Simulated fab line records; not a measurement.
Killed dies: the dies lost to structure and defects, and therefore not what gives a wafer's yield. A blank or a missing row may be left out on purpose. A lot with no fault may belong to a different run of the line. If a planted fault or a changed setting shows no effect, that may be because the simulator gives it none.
fab line records	flow n5-finfet
[record] lots = 24	wafers = 72	last-day = 17
route steps=1938 shown BEOL_M1@802
lots that met no fault: taken from a fault-free run of the same line
start-h: hours from the record's first day to the start of the lot's first wafer shown	wait-h: hours since the lot's step before	" repeats the value in the row above	L1.1+2: a row that stands for several wafers	- value missing, or start not given	* or withheld: withheld	< > ~ a bound
route shown NAME@n: a module of which the file shows steps, and the number in the route of the first	usual: mean/standard deviation taken from wafers without a fault	same: alike in all rows	chamber/n: place in a boat	sites: the reading at each site	_std_site: how widely they spread, as a standard deviation	_edge_site: outer sites' mean less inner sites'	radius-mm: how far each site lies from the wafer's centre	mask NAME#n: copy n	behind: the most recent tool/chamber to have shaped the wafer	hold: reason for holding the lot/hours on hold/outcome of the hold	device: names the non-switching transistor (n, p or np)	end of line: at the end of the route, the tests of the same wafers	where a step has no rows: the recipe by itself	killed: the dies lost at the first sort to structure and to defects; this is not the yield of the wafer	map: the dies of a wafer, with x for killed, . for not killed, _ for no die there
set.NAME: the setting as run; set.NAME@STEP: as run at that earlier step	model.NAME: the simulator's own value behind a step, which no gauge read
steps of the route over a sample of lots; a table a step, a row a wafer
services: a tool's chamber out of use, with start hour (start-h, from the record's first day; less than 0 if before it), hours out, and reason
[[steps]]
[step N5_BEOL_M1_STRIP_97]
[recipe] chemistry = N2/H2	time-s = 10	power-w = 450	temp-c = 40	pressure-mtorr = 20	rf-frequency-hz = 6e+07	bias-power-w = 7	n2-flow-sccm = 200	h2-flow-sccm = 200
[usual] bias-power-w = 7.003/0.02	drypump-motor-current-A = 5.86/0.25	oes-product-au = 0.78/0.077	rf-vpp-V = 59.2/0.89	showerhead-plenum-p-Torr = 2.53/0.1	throttle-valve-pct = 23.75/0.27
[same] time-s = 10
lot.wafer	tool	chamber	start-h	wait-h	bias-power-w	drypump-motor-current-A	oes-product-au	rf-hours-counter-h	rf-vpp-V	showerhead-plenum-p-Torr	throttle-valve-pct
L074.1	rie-diel-04	2	-	-	6.972	5.66	0.70	237	58.1	2.39	23.53
L074.4	"	1	"	"	7.017	6.00	0.88	61	58.6	2.49	23.49
L074.6	"	1	"	"	7.013	6.02	0.88	-	60.2	2.49	23.50
L075.1	rie-diel-05	2	-	-	7.017	5.80	0.90	45	59.4	2.70	23.93
L075.2	"	0	"	"	6.971	5.81	0.70	214	58.7	2.51	24.04
L075.4	"	3	"	"	7.011	6.03	0.76	138	57.9	2.43	23.46
L076.1	rie-diel-04	0	-	-	7.009	5.50	0.73	176	59.6	2.41	23.82
L076.3	"	1	"	"	7.016	6.01	0.86	66	60.0	2.48	23.49
L076.5	"	2	"	"	7.010	5.64	0.69	-	58.5	2.39	23.55
L077.2	rie-diel-03	2	-	-	7.020	5.73	0.77	140	60.5	2.63	23.66
L077.3	"	3	"	"	7.033	5.80	0.68	242	58.8	2.39	23.70
L077.4	"	1	"	"	7.003	5.55	0.77	160	57.7	2.44	24.07
L078.1	rie-diel-03	3	-	-	6.987	5.79	0.68	242	57.4	2.39	23.70
L078.3	"	2	"	"	7.024	5.73	0.77	140	59.3	2.63	23.65
L078.5	"	1	"	"	6.987	5.60	0.76	-	60.4	2.44	24.05
L079.1	rie-diel-03	2	-	-	7.002	5.74	0.77	143	59.0	2.63	23.68
L079.2	"	1	"	"	6.977	5.57	0.77	163	58.3	2.44	24.08
L079.4	"	3	"	"	7.014	5.78	0.68	244	59.6	2.39	23.71
L080.2	rie-diel-03	2	-	-	7.003	5.69	0.77	146	60.5	2.63	23.66
L080.4	"	3	"	"	6.995	5.81	0.68	248	57.9	2.39	23.71
L080.5	"	3	"	"	6.979	5.82	0.67	-	59.5	2.39	23.72
L081.1	rie-diel-04	0	-	-	6.953	5.56	0.73	184	57.5	2.41	23.82
L081.5	"	3	"	"	7.001	6.22	0.75	-	59.9	2.54	23.98
L081.6	"	1	"	"	6.992	6.00	0.86	-	58.3	2.48	23.50
L082.1	rie-diel-03	0	-	-	6.989	6.26	0.73	173	60.2	2.53	23.98
L082.4	"	1	"	"	7.013	5.59	0.75	168	58.0	2.44	24.07
L082.6	"	0	"	"	7.052	6.25	0.72	-	59.5	2.53	23.98
L083.2	rie-diel-05	3	-	-	6.967	6.02	0.75	149	58.6	2.43	23.49
L083.4	"	0	"	"	7.007	5.83	0.69	225	58.6	2.51	24.05
L083.6	"	2	"	"	7.004	5.81	0.88	-	61.1	2.70	23.93
L084.1	rie-diel-04	1	-	-	7.007	6.02	0.85	82	60.0	2.48	23.52
L084.2	"	2	"	"	7.001	5.58	0.94	1	59.3	2.71	23.28
L084.3	"	0	"	"	7.002	5.52	0.72	190	57.9	2.41	23.82
L085.2	rie-diel-05	2	-	-	7.007	5.81	0.87	61	59.7	2.69	23.94
L085.3	"	3	"	"	7.021	6.02	0.75	156	59.9	2.43	23.49
L085.6	"	2	"	"	7.008	5.81	0.87	-	59.7	2.69	23.94
L087.1	rie-diel-05	3	-	-	6.964	6.01	0.75	157	58.6	2.43	23.49
L087.2	"	1	"	"	7.028	5.69	0.69	247	60.3	2.50	23.87
L087.5	"	2	"	"	7.002	5.82	0.86	-	60.4	2.69	23.94
L086.3	rie-diel-04	2	-	-	7.027	5.63	0.92	4	60.4	2.70	23.26
L086.4	"	1	"	"	6.970	6.01	0.85	85	59.2	2.48	23.52
L086.6	"	2	"	"	7.015	5.60	0.94	-	60.1	2.70	23.26
L088.3	rie-diel-03	2	-	-	7.006	5.70	0.75	162	60.4	2.62	23.68
L088.4	"	1	"	"	7.046	5.58	0.74	183	60.0	2.43	24.10
L088.6	"	3	"	"	7.000	5.79	0.97	-	57.9	2.71	23.30
L089.1	rie-diel-05	0	-	-	7.039	5.83	0.67	236	59.1	2.50	24.05
L089.3	"	3	"	"	7.018	6.01	0.74	161	57.5	2.42	23.50
L089.4	"	3	"	"	6.998	6.00	0.75	-	59.7	2.42	23.50
L090.2	rie-diel-04	0	-	-	7.018	5.54	0.72	199	58.9	2.40	23.84
L090.5	"	0	"	"	7.012	5.56	0.72	-	60.0	2.40	23.84
L090.6	"	3	"	"	6.980	6.23	0.73	-	59.0	2.53	24.00
L091.1	rie-diel-04	1	-	-	7.005	6.01	0.84	92	60.2	2.47	23.53
L091.4	"	2	"	"	7.014	5.63	0.89	11	58.8	2.70	23.28
L091.5	"	2	"	"	6.994	5.63	0.91	-	59.6	2.70	23.30
L092.1	rie-diel-03	0	-	-	7.007	6.26	0.71	195	59.6	2.52	24.02
L092.2	"	2	"	"	6.995	5.70	0.74	169	58.9	2.62	23.69
L092.5	"	0	"	"	7.020	6.23	0.72	-	60.1	2.52	24.01
L093.1	rie-diel-04	1	-	-	6.961	6.02	0.85	94	58.4	2.47	23.53
L093.3	"	0	"	"	7.015	5.55	0.72	203	57.1	2.40	23.85
L093.4	"	3	"	"	7.016	6.23	0.74	190	60.1	2.53	24.00
L095.1	rie-diel-04	1	-	-	7.020	6.02	0.83	97	58.5	2.47	23.54
L095.2	"	2	"	"	6.995	5.58	0.88	16	60.2	2.70	23.31
L095.3	"	3	"	"	6.992	6.21	0.73	195	59.1	2.53	24.01
L094.2	rie-diel-03	0	-	-	7.002	6.24	0.71	203	60.3	2.51	24.01
L094.3	"	3	"	"	6.952	5.78	0.91	19	60.4	2.70	23.32
L094.6	"	1	"	"	7.034	5.59	0.74	-	58.8	2.43	24.10
L096.1	rie-diel-04	2	-	-	6.996	5.66	0.88	21	60.0	2.70	23.30
L096.4	"	1	"	"	7.021	6.01	0.83	-	59.2	2.47	23.55
L096.5	"	2	"	"	7.050	5.62	0.89	-	60.2	2.70	23.28
L097.2	rie-diel-04	2	-	-	7.001	5.68	0.88	21	59.0	2.70	23.28
L097.4	"	3	"	"	6.992	6.22	0.74	-	58.8	2.53	24.01
L097.5	"	1	"	"	6.993	6.01	0.83	-	59.7	2.47	23.54
[step N5_BEOL_M1_CD_MEAS_35]
[recipe] target-cd-nm = 18	target-cd-y-nm = 21	polarity = opening
[usual] cd-nm = 18.1/0.38
lot.wafer	tool	chamber	start-h	wait-h	cd-nm
L074.1	cd-sem-03	-	125.50	0.0	18.2
L074.4	"	-	"	"	17.9
L074.6	"	-	"	"	17.9
L075.1	cd-sem-02	-	137.49	0.0	18.1
L075.2	"	-	"	"	18.8
L075.4	"	-	"	"	18.0
L076.1	cd-sem-01	-	138.48	0.0	17.9
L076.3	"	-	"	"	17.8
L076.5	"	-	"	"	17.7
L077.2	cd-sem-01	-	143.21	0.0	18.1
L077.3	"	-	"	"	18.1
L077.4	"	-	"	"	18.0
L078.1	cd-sem-03	-	143.58	0.0	18.2
L078.3	"	-	"	"	18.3
L078.5	"	-	"	"	18.2
L079.1	cd-sem-01	-	153.18	0.0	17.9
L079.2	"	-	"	"	17.9
L079.4	"	-	"	"	18.5
L080.2	cd-sem-01	-	163.96	0.0	18.9
L080.4	"	-	"	"	18.0
L080.5	"	-	"	"	17.8
L081.1	cd-sem-03	-	169.58	0.0	18.1
L081.5	"	-	"	"	18.0
L081.6	"	-	"	"	17.6
L082.1	cd-sem-01	-	172.52	0.0	18.7
L082.4	"	-	"	"	17.7
L082.6	"	-	"	"	18.8
L083.2	cd-sem-01	-	176.37	0.0	17.5
L083.4	"	-	"	"	18.0
L083.6	"	-	"	"	17.1
L084.1	cd-sem-01	-	188.35	0.0	17.8
L084.2	"	-	"	"	17.9
L084.3	"	-	"	"	18.1
L085.2	cd-sem-02	-	198.71	0.0	19.0
L085.3	"	-	"	"	18.2
L085.6	"	-	"	"	18.3
L087.1	cd-sem-01	-	201.03	0.0	17.6
L087.2	"	-	"	"	17.3
L087.5	"	-	"	"	18.0
L086.3	cd-sem-01	-	201.39	0.0	17.9
L086.4	"	-	"	"	18.1
L086.6	"	-	"	"	17.7
L088.3	cd-sem-01	-	207.42	0.0	18.1
L088.4	"	-	"	"	17.9
L088.6	"	-	"	"	18.5
L089.1	cd-sem-02	-	213.74	0.0	18.0
L089.3	"	-	"	"	18.2
L089.4	"	-	"	"	18.2
L090.2	cd-sem-01	-	223.44	0.0	17.5
L090.5	"	-	"	"	18.1
L090.6	"	-	"	"	18.0
L091.1	cd-sem-02	-	230.19	0.0	18.2
L091.4	"	-	"	"	18.4
L091.5	"	-	"	"	17.9
L092.1	cd-sem-01	-	232.62	0.0	18.3
L092.2	"	-	"	"	18.0
L092.5	"	-	"	"	18.1
L093.1	cd-sem-02	-	236.49	0.0	17.9
L093.3	"	-	"	"	18.7
L093.4	"	-	"	"	18.9
L095.1	cd-sem-01	-	247.55	0.0	18.3
L095.2	"	-	"	"	18.7
L095.3	"	-	"	"	18.1
L094.2	cd-sem-01	-	256.34	0.0	17.3
L094.3	"	-	"	"	18.5
L094.6	"	-	"	"	17.4
L096.1	cd-sem-01	-	260.42	0.0	18.5
L096.4	"	-	"	"	18.4
L096.5	"	-	"	"	18.2
L097.2	cd-sem-02	-	262.07	0.0	18.1
L097.4	"	-	"	"	17.9
L097.5	"	-	"	"	18.2
[step N5_BEOL_M1_PRE_CLEAN_45]
[recipe] gas = H2/He	time-s = 30	temp-c = 250
[usual] heater-power-w = 316/33
[same] time-s = 30
lot.wafer	tool	chamber	start-h	wait-h	heater-power-w
L074.1	pvd-sputter-02	-	125.89	0.0	390
L074.4	"	-	"	"	314
L074.6	"	-	"	"	389
L075.1	pvd-sputter-03	-	137.77	0.0	345
L075.2	"	-	"	"	323
L075.4	"	-	"	"	316
L076.1	pvd-sputter-01	-	140.35	0.0	306
L076.3	"	-	"	"	281
L076.5	"	-	"	"	266
L077.2	pvd-sputter-02	-	143.35	0.0	318
L077.3	"	-	"	"	286
L077.4	"	-	"	"	275
L078.1	pvd-sputter-02	-	143.83	0.0	271
L078.3	"	-	"	"	312
L078.5	"	-	"	"	393
L079.1	pvd-sputter-02	-	153.46	0.0	370
L079.2	"	-	"	"	295
L079.4	"	-	"	"	275
L080.2	pvd-sputter-03	-	165.14	0.0	321
L080.4	"	-	"	"	328
L080.5	"	-	"	"	346
L081.1	pvd-sputter-03	-	170.10	0.0	328
L081.5	"	-	"	"	354
L081.6	"	-	"	"	322
L082.1	pvd-sputter-03	-	173.24	0.0	305
L082.4	"	-	"	"	356
L082.6	"	-	"	"	304
L083.2	pvd-sputter-01	-	176.45	0.0	349
L083.4	"	-	"	"	268
L083.6	"	-	"	"	313
L084.1	pvd-sputter-03	-	188.72	0.0	298
L084.2	"	-	"	"	314
L084.3	"	-	"	"	350
L085.2	pvd-sputter-01	-	198.89	0.0	273
L085.3	"	-	"	"	353
L085.6	"	-	"	"	277
L087.1	pvd-sputter-03	-	201.23	0.0	342
L087.2	"	-	"	"	322
L087.5	"	-	"	"	318
L086.3	pvd-sputter-01	-	201.59	0.0	307
L086.4	"	-	"	"	346
L086.6	"	-	"	"	261
L088.3	pvd-sputter-01	-	208.31	0.0	278
L088.4	"	-	"	"	307
L088.6	"	-	"	"	266
L089.1	pvd-sputter-03	-	214.45	0.0	313
L089.3	"	-	"	"	299
L089.4	"	-	"	"	344
L090.2	pvd-sputter-03	-	223.54	0.0	313
L090.5	"	-	"	"	341
L090.6	"	-	"	"	298
L091.1	pvd-sputter-03	-	230.39	0.0	306
L091.4	"	-	"	"	311
L091.5	"	-	"	"	307
L092.1	pvd-sputter-01	-	232.70	0.0	313
L092.2	"	-	"	"	286
L092.5	"	-	"	"	271
L093.1	pvd-sputter-03	-	236.85	0.0	342
L093.3	"	-	"	"	326
L093.4	"	-	"	"	321
L095.1	pvd-sputter-01	-	247.88	0.0	352
L095.2	"	-	"	"	267
L095.3	"	-	"	"	283
L094.2	pvd-sputter-01	-	257.06	0.0	347
L094.3	"	-	"	"	279
L094.6	"	-	"	"	266
L096.1	pvd-sputter-02	-	261.01	0.0	316
L096.4	"	-	"	"	285
L096.5	"	-	"	"	318
L097.2	pvd-sputter-01	-	262.52	0.0	346
L097.4	"	-	"	"	279
L097.5	"	-	"	"	270
[step N5_BEOL_M1_SURFACE_TREAT_85]
[recipe] gas = Ar	time-s = *	ion-energy-ev = *	ion-current-ma-cm2 = 0.5	pressure-mtorr = *	ar-flow-sccm = 30
[usual] throttle-valve-pct = *
[same] time-s = *
lot.wafer	tool	chamber	start-h	wait-h	throttle-valve-pct
L074.1	pvd-sputter-02	-	126.71	0.4	*
L074.4	"	-	"	"	*
L074.6	"	-	"	"	*
L075.1	pvd-sputter-03	-	138.06	0.1	*
L075.2	"	-	"	"	*
L075.4	"	-	"	"	*
L076.1	pvd-sputter-01	-	140.67	0.1	*
L076.3	"	-	"	"	*
L076.5	"	-	"	"	*
L077.2	pvd-sputter-01	-	143.75	0.2	*
L077.3	"	-	"	"	*
L077.4	"	-	"	"	*
L078.1	pvd-sputter-02	-	144.18	0.1	*
L078.3	"	-	"	"	*
L078.5	"	-	"	"	*
L079.1	pvd-sputter-01	-	155.17	1.5	*
L079.2	"	-	"	"	*
L079.4	"	-	"	"	*
L080.2	pvd-sputter-03	-	165.54	0.2	*
L080.4	"	-	"	"	*
L080.5	"	-	"	"	*
L081.1	pvd-sputter-03	-	170.68	0.4	*
L081.5	"	-	"	"	*
L081.6	"	-	"	"	*
L082.1	pvd-sputter-02	-	173.72	0.3	*
L082.4	"	-	"	"	*
L082.6	"	-	"	"	*
L083.2	pvd-sputter-01	-	176.73	0.1	*
L083.4	"	-	"	"	*
L083.6	"	-	"	"	*
L084.1	pvd-sputter-02	-	189.08	0.2	*
L084.2	"	-	"	"	*
L084.3	"	-	"	"	*
L085.2	pvd-sputter-02	-	200.55	1.3	*
L085.3	"	-	"	"	*
L085.6	"	-	"	"	*
L087.1	pvd-sputter-03	-	201.53	0.1	*
L087.2	"	-	"	"	*
L087.5	"	-	"	"	*
L086.3	pvd-sputter-01	-	201.92	0.2	*
L086.4	"	-	"	"	*
L086.6	"	-	"	"	*
L088.3	pvd-sputter-02	-	208.63	0.1	*
L088.4	"	-	"	"	*
L088.6	"	-	"	"	*
L089.1	pvd-sputter-03	-	214.81	0.2	*
L089.3	"	-	"	"	*
L089.4	"	-	"	"	*
L090.2	pvd-sputter-03	-	223.89	0.2	*
L090.5	"	-	"	"	*
L090.6	"	-	"	"	*
L091.1	pvd-sputter-01	-	230.69	0.1	*
L091.4	"	-	"	"	*
L091.5	"	-	"	"	*
L092.1	pvd-sputter-01	-	233.02	0.2	*
L092.2	"	-	"	"	*
L092.5	"	-	"	"	*
L093.1	pvd-sputter-03	-	237.21	0.2	*
L093.3	"	-	"	"	*
L093.4	"	-	"	"	*
L095.1	pvd-sputter-02	-	248.34	0.2	*
L095.2	"	-	"	"	*
L095.3	"	-	"	"	*
L094.2	pvd-sputter-01	-	257.42	0.2	*
L094.3	"	-	"	"	*
L094.6	"	-	"	"	*
L096.1	pvd-sputter-02	-	261.43	0.3	*
L096.4	"	-	"	"	*
L096.5	"	-	"	"	*
L097.2	pvd-sputter-03	-	262.82	0.1	*
L097.4	"	-	"	"	*
L097.5	"	-	"	"	*
[step N5_BEOL_M1_ANNEAL_89]
[recipe] temp-c = 400	time-s = 240	ambient = vacuum
[usual] heater-power-w = 788/80
[same] time-s = 240
lot.wafer	tool	chamber	start-h	wait-h	heater-power-w
L074.1	pvd-sputter-03	-	127.99	0.0	870
L074.4	"	-	"	"	771
L074.6	"	-	"	"	865
L075.1	pvd-sputter-01	-	139.27	0.0	783
L075.2	"	-	"	"	869
L075.4	"	-	"	"	648
L076.1	pvd-sputter-01	-	141.97	0.0	765
L076.3	"	-	"	"	662
L076.5	"	-	"	"	693
L077.2	pvd-sputter-03	-	144.93	0.0	821
L077.3	"	-	"	"	845
L077.4	"	-	"	"	764
L078.1	pvd-sputter-03	-	146.77	0.0	776
L078.3	"	-	"	"	782
L078.5	"	-	"	"	793
L079.1	pvd-sputter-03	-	156.86	0.0	810
L079.2	"	-	"	"	753
L079.4	"	-	"	"	854
L080.2	pvd-sputter-03	-	166.86	0.0	759
L080.4	"	-	"	"	808
L080.5	"	-	"	"	751
L081.1	pvd-sputter-01	-	172.42	0.0	660
L081.5	"	-	"	"	703
L081.6	"	-	"	"	875
L082.1	pvd-sputter-02	-	174.96	0.0	795
L082.4	"	-	"	"	969
L082.6	"	-	"	"	798
L083.2	pvd-sputter-03	-	177.91	0.0	804
L083.4	"	-	"	"	728
L083.6	"	-	"	"	866
L084.1	pvd-sputter-01	-	190.79	0.0	761
L084.2	"	-	"	"	659
L084.3	"	-	"	"	682
L085.2	pvd-sputter-02	-	201.81	0.0	683
L085.3	"	-	"	"	952
L085.6	"	-	"	"	759
L087.1	pvd-sputter-03	-	202.71	0.0	775
L087.2	"	-	"	"	860
L087.5	"	-	"	"	758
L086.3	pvd-sputter-01	-	203.38	0.0	688
L086.4	"	-	"	"	664
L086.6	"	-	"	"	869
L088.3	pvd-sputter-01	-	209.82	0.0	666
L088.4	"	-	"	"	761
L088.6	"	-	"	"	862
L089.1	pvd-sputter-02	-	216.10	0.0	779
L089.3	"	-	"	"	717
L089.4	"	-	"	"	975
L090.2	pvd-sputter-01	-	225.16	0.0	781
L090.5	"	-	"	"	761
L090.6	"	-	"	"	665
L091.1	pvd-sputter-03	-	231.89	0.0	787
L091.4	"	-	"	"	771
L091.5	"	-	"	"	762
L092.1	pvd-sputter-01	-	234.20	0.0	700
L092.2	"	-	"	"	764
L092.5	"	-	"	"	635
L093.1	pvd-sputter-02	-	238.68	0.0	690
L093.3	"	-	"	"	775
L093.4	"	-	"	"	970
L095.1	pvd-sputter-03	-	249.57	0.0	794
L095.2	"	-	"	"	755
L095.3	"	-	"	"	794
L094.2	pvd-sputter-03	-	259.32	0.0	853
L094.3	"	-	"	"	793
L094.6	"	-	"	"	860
L096.1	pvd-sputter-02	-	262.83	0.0	784
L096.4	"	-	"	"	723
L096.5	"	-	"	"	975
L097.2	pvd-sputter-01	-	264.05	0.0	695
L097.4	"	-	"	"	673
L097.5	"	-	"	"	867
[step N5_BEOL_M1_RS_MEAS_58]
[recipe] thk-meas-gauge = four-point-probe	reads = Co_of_BEOL_M1_CO_CAP_55+Cu_of_BEOL_M1_ECD_50+Co_of_BEOL_M1_CVD_47+TaN_of_BEOL_M1_ALD_84
[usual] M1_RS = 0.67/0.033
lot.wafer	tool	chamber	start-h	wait-h	M1_RS[ohm/sq]
L074.1	film-metro-02	-	130.55	0.0	0.66
L074.4	"	-	"	"	0.62
L074.6	"	-	"	"	0.65
L075.1	film-metro-02	-	141.22	0.0	0.68
L075.2	"	-	"	"	0.72
L075.4	"	-	"	"	0.71
L076.1	film-metro-01	-	143.82	0.0	0.71
L076.3	"	-	"	"	0.72
L076.5	"	-	"	"	0.69
L077.2	film-metro-02	-	146.83	0.1	0.70
L077.3	"	-	"	"	0.71
L077.4	"	-	"	"	0.68
L078.1	film-metro-01	-	148.67	0.0	0.66
L078.3	"	-	"	"	0.70
L078.5	"	-	"	"	0.64
L079.1	film-metro-01	-	158.72	0.0	0.70
L079.2	"	-	"	"	0.65
L079.4	"	-	"	"	0.71
L080.2	film-metro-01	-	168.71	0.1	0.63
L080.4	"	-	"	"	0.62
L080.5	"	-	"	"	0.62
L081.1	film-metro-02	-	174.29	0.1	0.69
L081.5	"	-	"	"	0.62
L081.6	"	-	"	"	0.64
L082.1	film-metro-02	-	176.97	0.0	0.65
L082.4	"	-	"	"	0.64
L082.6	"	-	"	"	0.66
L083.2	film-metro-01	-	179.76	0.1	0.72
L083.4	"	-	"	"	0.62
L083.6	"	-	"	"	0.70
L084.1	film-metro-02	-	192.63	0.0	0.67
L084.2	"	-	"	"	0.64
L084.3	"	-	"	"	0.65
L085.2	film-metro-02	-	203.69	0.1	0.68
L085.3	"	-	"	"	0.67
L085.6	"	-	"	"	0.63
L087.1	film-metro-01	-	204.66	0.1	0.70
L087.2	"	-	"	"	0.70
L087.5	"	-	"	"	0.66
L086.3	film-metro-01	-	205.27	0.1	0.66
L086.4	"	-	"	"	0.67
L086.6	"	-	"	"	0.64
L088.3	film-metro-01	-	211.67	0.1	0.65
L088.4	"	-	"	"	0.65
L088.6	"	-	"	"	0.63
L089.1	film-metro-01	-	217.95	0.0	0.73
L089.3	"	-	"	"	0.74
L089.4	"	-	"	"	0.70
L090.2	film-metro-01	-	227.04	0.1	0.70
L090.5	"	-	"	"	0.68
L090.6	"	-	"	"	0.69
L091.1	film-metro-01	-	233.74	0.0	0.70
L091.4	"	-	"	"	0.70
L091.5	"	-	"	"	0.70
L092.1	film-metro-01	-	236.08	0.1	0.71
L092.2	"	-	"	"	0.68
L092.5	"	-	"	"	0.70
L093.1	film-metro-01	-	240.53	0.0	0.73
L093.3	"	-	"	"	0.67
L093.4	"	-	"	"	0.70
L095.1	film-metro-02	-	251.42	0.0	0.64
L095.2	"	-	"	"	0.65
L095.3	"	-	"	"	0.66
L094.2	film-metro-02	-	261.17	0.1	0.68
L094.3	"	-	"	"	0.65
L094.6	"	-	"	"	0.68
L096.1	film-metro-02	-	265.17	0.0	0.65
L096.4	"	-	"	"	0.67
L096.5	"	-	"	"	0.62
L097.2	film-metro-01	-	266.33	0.1	0.67
L097.4	"	-	"	"	0.61
L097.5	"	-	"	"	0.68
[[services]]
tool	chamber	start-h	hours	kind
pvd-sputter-02	-	153.89	1.6	repair
rie-diel-05	2	156.09	5.9	repair
rie-diel-03	-	158.81	0.4	repair
rie-diel-04	2	166.33	-	clean
rie-diel-04	2	166.33	-	consumable-replace:esc
rie-diel-04	2	166.33	-	consumable-replace:focus-ring
rie-diel-04	2	166.33	-	consumable-replace:showerhead
rie-diel-04	2	166.33	17.8	scheduled-down
rie-diel-04	2	166.33	17.8	vent-cycle
rie-diel-03	3	173.66	-	clean
rie-diel-03	3	173.66	-	consumable-replace:focus-ring
rie-diel-03	3	173.66	-	consumable-replace:showerhead
rie-diel-03	3	173.66	21.4	scheduled-down
rie-diel-03	3	173.66	21.4	vent-cycle
rie-diel-05	1	210.42	-	clean
rie-diel-05	1	210.42	-	consumable-replace:focus-ring
rie-diel-05	1	210.42	23.2	scheduled-down
rie-diel-05	1	210.42	23.2	vent-cycle
rie-diel-04	-	234.11	1.7	repair
rie-diel-04	0	248.92	19.3	repair
rie-diel-05	0	250.22	-	clean
rie-diel-05	0	250.22	-	consumable-replace:focus-ring
rie-diel-05	-	261.73	0.6	repair
[[key]]
fault none
